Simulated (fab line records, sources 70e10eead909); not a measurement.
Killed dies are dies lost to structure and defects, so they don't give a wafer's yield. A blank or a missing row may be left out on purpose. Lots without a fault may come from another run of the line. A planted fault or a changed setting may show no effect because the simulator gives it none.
Which tool did it? | flow nand_harc | 24 lots, 72 wafers sampled, at 6 steps of a route of 1302

WHAT THE GAUGES READ, wafer by wafer
The record holds no reading of a measuring or inspecting step that can be judged against a usual standard deviation.

WHICH TOOL RAN EACH LOT (tool, then ch and the chambers of the sampled wafers, then the start)
lot  | NHARC_A_CONTACT_DESCUM_74          | NHARC_A_CONTACT_ETCH_125             | NHARC_A_CONTACT_ETCH_126             | NHARC_A_CONTACT_ETCH_127             | NHARC_A_CONTACT_DEP_84        | NHARC_A_CONTACT_ETCH_135
L074 | rie_diel-13 ch 1,2, day 21 16:58   | har_cap_etch-02 ch 0,1, day 21 19:22 | har_cap_etch-02 ch 0,1, day 21 19:32 | har_cap_etch-02 ch 0,1, day 21 19:43 | acl_dep-02 ch 0, day 22 01:46 | har_cap_etch-02 ch 0,1, day 22 05:44
L077 | rie_diel-08 ch 0,2, day 22 08:04   | har_cap_etch-02 ch 0,1, day 22 10:08 | har_cap_etch-02 ch 0,1, day 22 10:19 | har_cap_etch-02 ch 0,1, day 22 10:29 | acl_dep-01 ch 0, day 22 16:58 | har_cap_etch-03 ch 0,1, day 22 21:12
L076 | rie_diel-13 ch 0,1,3, day 22 11:50 | har_cap_etch-01 ch 0,1, day 22 13:40 | har_cap_etch-01 ch 0,1, day 22 13:50 | har_cap_etch-01 ch 0,1, day 22 14:01 | acl_dep-01 ch 0, day 22 20:49 | har_cap_etch-02 ch 0,1, day 23 00:27
L075 | rie_diel-04 ch 0,3, day 22 18:11   | har_cap_etch-02 ch 0,1, day 22 19:56 | har_cap_etch-02 ch 0,1, day 22 20:07 | har_cap_etch-02 ch 0,1, day 22 20:17 | acl_dep-02 ch 0, day 23 00:59 | har_cap_etch-02 ch 0,1, day 23 05:01
L078 | rie_diel-13 ch 1,2,3, day 23 08:39 | har_cap_etch-01 ch 0,1, day 23 10:42 | har_cap_etch-01 ch 0,1, day 23 10:53 | har_cap_etch-01 ch 0,1, day 23 11:03 | acl_dep-03 ch 0, day 23 16:08 | har_cap_etch-01 ch 0,1, day 23 20:40
L079 | rie_diel-13 ch 2,3, day 23 12:23   | har_cap_etch-03 ch 0,1, day 23 14:10 | har_cap_etch-03 ch 0,1, day 23 14:21 | har_cap_etch-03 ch 0,1, day 23 14:32 | acl_dep-01 ch 0, day 23 18:08 | har_cap_etch-02 ch 0,1, day 23 22:05
L081 | rie_diel-13 ch 1,2,3, day 24 03:38 | har_cap_etch-01 ch 0,1, day 24 05:23 | har_cap_etch-01 ch 0,1, day 24 05:33 | har_cap_etch-01 ch 0,1, day 24 05:44 | acl_dep-01 ch 0, day 24 13:43 | har_cap_etch-02 ch 0,1, day 24 17:43
L080 | rie_diel-04 ch 0,1, day 24 05:19   | har_cap_etch-02 ch 0,1, day 24 07:34 | har_cap_etch-02 ch 0,1, day 24 07:48 | har_cap_etch-02 ch 0,1, day 24 08:02 | acl_dep-03 ch 0, day 24 15:02 | har_cap_etch-01 ch 0,1, day 24 18:43
L083 | rie_diel-13 ch 0,3, day 25 01:38   | har_cap_etch-02 ch 0,1, day 25 03:43 | har_cap_etch-02 ch 0,1, day 25 03:53 | har_cap_etch-02 ch 0,1, day 25 04:04 | acl_dep-03 ch 0, day 25 07:31 | har_cap_etch-01 ch 0,1, day 25 11:10
L082 | rie_diel-04 ch 0,2, day 25 01:47   | har_cap_etch-03 ch 0,1, day 25 03:41 | har_cap_etch-03 ch 0,1, day 25 03:55 | har_cap_etch-03 ch 0,1, day 25 04:09 | acl_dep-02 ch 0, day 25 08:09 | har_cap_etch-02 ch 0,1, day 25 11:56
L084 | rie_diel-04 ch 0,1, day 26 01:28   | har_cap_etch-02 ch 0,1, day 26 03:14 | har_cap_etch-02 ch 0,1, day 26 03:25 | har_cap_etch-02 ch 0,1, day 26 03:35 | acl_dep-01 ch 0, day 26 06:52 | har_cap_etch-03 ch 0, day 26 10:37
L085 | rie_diel-13 ch 1,2, day 26 01:45   | har_cap_etch-01 ch 0,1, day 26 03:45 | har_cap_etch-01 ch 0,1, day 26 04:04 | har_cap_etch-01 ch 0,1, day 26 04:22 | acl_dep-03 ch 0, day 26 10:41 | har_cap_etch-02 ch 0,1, day 26 13:56
L086 | rie_diel-13 ch 1,2,3, day 27 00:48 | har_cap_etch-02 ch 0,1, day 27 02:35 | har_cap_etch-02 ch 0,1, day 27 02:45 | har_cap_etch-02 ch 0,1, day 27 02:56 | acl_dep-01 ch 0, day 27 10:01 | har_cap_etch-01 ch 0,1, day 27 13:25
L087 | rie_diel-08 ch 0,2,3, day 27 07:49 | har_cap_etch-01 ch 0,1, day 27 09:34 | har_cap_etch-01 ch 0,1, day 27 09:44 | har_cap_etch-01 ch 0,1, day 27 09:55 | acl_dep-02 ch 0, day 27 13:55 | har_cap_etch-01 ch 0,1, day 27 17:42
L089 | rie_diel-13 ch 0,1,2, day 28 00:07 | har_cap_etch-02 ch 0, day 28 01:53   | har_cap_etch-02 ch 0, day 28 02:04   | har_cap_etch-02 ch 0, day 28 02:14   | acl_dep-02 ch 0, day 28 10:22 | har_cap_etch-01 ch 0,1, day 28 14:32
L088 | rie_diel-08 ch 0,3, day 28 01:52   | har_cap_etch-01 ch 0, day 28 03:38   | har_cap_etch-01 ch 0, day 28 03:48   | har_cap_etch-01 ch 0, day 28 03:59   | acl_dep-02 ch 0, day 28 13:55 | har_cap_etch-02 ch 0,1, day 28 18:05
L091 | rie_diel-08 ch 0,2,3, day 28 10:37 | har_cap_etch-03 ch 0, day 28 12:20   | har_cap_etch-03 ch 0, day 28 12:31   | har_cap_etch-03 ch 0, day 28 12:41   | acl_dep-02 ch 0, day 28 17:48 | har_cap_etch-01 ch 0,1, day 28 21:35
L092 | rie_diel-13 ch 0,1,3, day 28 11:18 | har_cap_etch-02 ch 0,1, day 28 13:07 | har_cap_etch-02 ch 0,1, day 28 13:17 | har_cap_etch-02 ch 0,1, day 28 13:28 | acl_dep-01 ch 0, day 28 18:39 | har_cap_etch-03 ch 0,1, day 28 22:37
L090 | rie_diel-13 ch 0,1,3, day 28 13:23 | har_cap_etch-03 ch 0,1, day 28 15:22 | har_cap_etch-03 ch 0,1, day 28 15:32 | har_cap_etch-03 ch 0,1, day 28 15:43 | acl_dep-02 ch 0, day 28 21:44 | har_cap_etch-02 ch 0,1, day 29 02:14
L093 | rie_diel-04 ch 1,2,3, day 29 18:05 | har_cap_etch-02 ch 0,1, day 29 20:15 | har_cap_etch-02 ch 0,1, day 29 20:25 | har_cap_etch-02 ch 0,1, day 29 20:36 | acl_dep-02 ch 0, day 30 01:05 | har_cap_etch-02 ch 0,1, day 30 04:50
L094 | rie_diel-04 ch 1,2, day 30 00:05   | har_cap_etch-03 ch 0,1, day 30 02:43 | har_cap_etch-03 ch 0,1, day 30 02:54 | har_cap_etch-03 ch 0,1, day 30 03:05 | acl_dep-02 ch 0, day 30 06:07 | har_cap_etch-01 ch 0,1, day 30 10:04
L095 | rie_diel-04 ch 1,2,3, day 30 09:46 | har_cap_etch-03 ch 0,1, day 30 11:31 | har_cap_etch-03 ch 0,1, day 30 11:42 | har_cap_etch-03 ch 0,1, day 30 11:53 | acl_dep-02 ch 0, day 30 15:10 | har_cap_etch-02 ch 0,1, day 30 18:51
L097 | rie_diel-13 ch 0,2,3, day 31 13:10 | har_cap_etch-03 ch 0,1, day 31 14:59 | har_cap_etch-03 ch 0,1, day 31 15:09 | har_cap_etch-03 ch 0,1, day 31 15:20 | acl_dep-02 ch 0, day 31 21:02 | har_cap_etch-03 ch 0,1, day 32 00:35
L096 | rie_diel-04 ch 0,3, day 31 13:19   | har_cap_etch-02 ch 0,1, day 31 15:08 | har_cap_etch-02 ch 0,1, day 31 15:19 | har_cap_etch-02 ch 0,1, day 31 15:29 | acl_dep-03 ch 0, day 31 22:14 | har_cap_etch-02 ch 0,1, day 32 01:38
- NHARC_A_CONTACT_DESCUM_74: chemistry O2, time 3 s.
- NHARC_A_CONTACT_ETCH_125: etches the open film in C4F8/O2/Ar, time 197 s, target depth 1918 nm.
- NHARC_A_CONTACT_ETCH_126: etches the open film in C4F8/O2/Ar, time 197 s, target depth 1918 nm.
- NHARC_A_CONTACT_ETCH_127: etches the open film in C4F8/O2/Ar, time 197 s, target depth 1918 nm.
- NHARC_A_CONTACT_DEP_84: deposits aC, target thk 2800 nm.
- NHARC_A_CONTACT_ETCH_135: etches the open film in C4F8/O2/Ar, time 311 s, target depth 1912 nm.

WHAT THE TOOLS THEMSELVES READ (means of the sampled wafers that have a number; where no wafer has one, the mark that the record gives instead)
NHARC_A_CONTACT_DESCUM_74. Usual: drypump_motor_current_A 5.8 A, standard deviation 0.46; oes_product_au 0.999 a.u., standard deviation 0.011; rf_vpp_V 57.9 V, standard deviation 0.94; showerhead_plenum_p_Torr 1.93 Torr, standard deviation 0.077; throttle_valve_pct 11.311 %, standard deviation 0.0098.
lot  | tool        | drypump_motor_current_A (A) | oes_product_au (a.u.) | rf_vpp_V (V) | showerhead_plenum_p_Torr (Torr) | throttle_valve_pct (%) | flag
L074 | rie_diel-13 | 5.7                         | 0.985                 | 58.2         | 1.89                            | 11.306                 |
L077 | rie_diel-08 | 6.0                         | 1.013                 | 58.5         | 1.92                            | 11.310                 |
L076 | rie_diel-13 | 5.8                         | 1.003                 | 58.1         | 1.95                            | 11.320                 |
L075 | rie_diel-04 | 6.2                         | 0.999                 | 57.7         | 2.01                            | 11.314                 |
L078 | rie_diel-13 | 5.4                         | 0.981                 | 56.6         | 1.92                            | 11.306                 |
L079 | rie_diel-13 | 5.1                         | 0.984                 | 57.8         | 1.96                            | 11.307                 |
L081 | rie_diel-13 | 5.4                         | 0.995                 | 58.5         | 1.92                            | 11.315                 |
L080 | rie_diel-04 | 6.1                         | 1.002                 | 58.0         | 2.00                            | 11.308                 |
L083 | rie_diel-13 | 5.8                         | 1.001                 | 57.7         | 1.95                            | 11.312                 |
L082 | rie_diel-04 | 6.0                         | 0.994                 | 57.8         | 1.96                            | 11.306                 |
L084 | rie_diel-04 | 6.0                         | 1.007                 | 57.9         | 1.93                            | 11.299                 |
L085 | rie_diel-13 | 5.3                         | 1.001                 | 57.2         | 1.87                            | 11.310                 |
L086 | rie_diel-13 | 5.4                         | 0.985                 | 57.7         | 1.92                            | 11.320                 |
L087 | rie_diel-08 | 5.9                         | 1.000                 | 57.6         | 1.95                            | 11.311                 |
L089 | rie_diel-13 | 5.7                         | 1.005                 | 56.7         | 1.89                            | 11.312                 |
L088 | rie_diel-08 | 5.9                         | 1.000                 | 57.9         | 1.99                            | 11.304                 |
L091 | rie_diel-08 | 5.9                         | 1.002                 | 58.5         | 1.95                            | 11.322                 |
L092 | rie_diel-13 | 5.8                         | 0.995                 | 58.9         | 1.94                            | 11.309                 |
L090 | rie_diel-13 | 5.8                         | 0.994                 | 58.5         | 1.94                            | 11.315                 |
L093 | rie_diel-04 | 5.9                         | 1.009                 | 58.0         | 1.84                            | 11.315                 |
L094 | rie_diel-04 | 5.7                         | 1.005                 | 57.5         | 1.79                            | 11.320                 |
L095 | rie_diel-04 | 5.9                         | 0.998                 | 57.8         | 1.84                            | 11.305                 |
L097 | rie_diel-13 | 5.4                         | 1.012                 | 58.0         | 1.93                            | 11.315                 |
L096 | rie_diel-04 | 6.2                         | 0.992                 | 57.6         | 1.99                            | 11.302                 |

NHARC_A_CONTACT_DEP_84. Usual: throttle_valve_pct 35.000 %, standard deviation 0.0095.
lot  | tool       | throttle_valve_pct (%) | flag
L074 | acl_dep-02 | 35.010                 |
L077 | acl_dep-01 | 34.991                 |
L076 | acl_dep-01 | 34.994                 |
L075 | acl_dep-02 | 34.997                 |
L078 | acl_dep-03 | 35.007                 |
L079 | acl_dep-01 | 35.006                 |
L081 | acl_dep-01 | 34.999                 |
L080 | acl_dep-03 | 35.003                 |
L083 | acl_dep-03 | 34.998                 |
L082 | acl_dep-02 | 35.003                 |
L084 | acl_dep-01 | 35.002                 |
L085 | acl_dep-03 | 35.005                 |
L086 | acl_dep-01 | 35.000                 |
L087 | acl_dep-02 | 35.002                 |
L089 | acl_dep-02 | 35.002                 |
L088 | acl_dep-02 | 35.002                 |
L091 | acl_dep-02 | 35.004                 |
L092 | acl_dep-01 | 35.001                 |
L090 | acl_dep-02 | 35.001                 |
L093 | acl_dep-02 | 35.004                 |
L094 | acl_dep-02 | 35.004                 |
L095 | acl_dep-02 | 34.999                 |
L097 | acl_dep-02 | 35.006                 |
L096 | acl_dep-03 | 35.000                 |

THE ANSWER, worked out from the rows above alone
Rule: a lot is off if the mean of its wafers that have a number lies more than 3 standard deviations from the usual mean. A lot without any number at a reading at which 4 lots or more have one is off too. The other lots that the step has rows for count as sound. The gauges are gone through in route order, then the tools' own readings, and for those a lot's mean is taken as printed above. The first step at which some lot is off is used, and at that step the reading that is off furthest; a lot without a number counts as furthest.
No lot is off at any reading shown: from this, nothing can be told.

WHAT THE SIMULATOR HAD PUT IN
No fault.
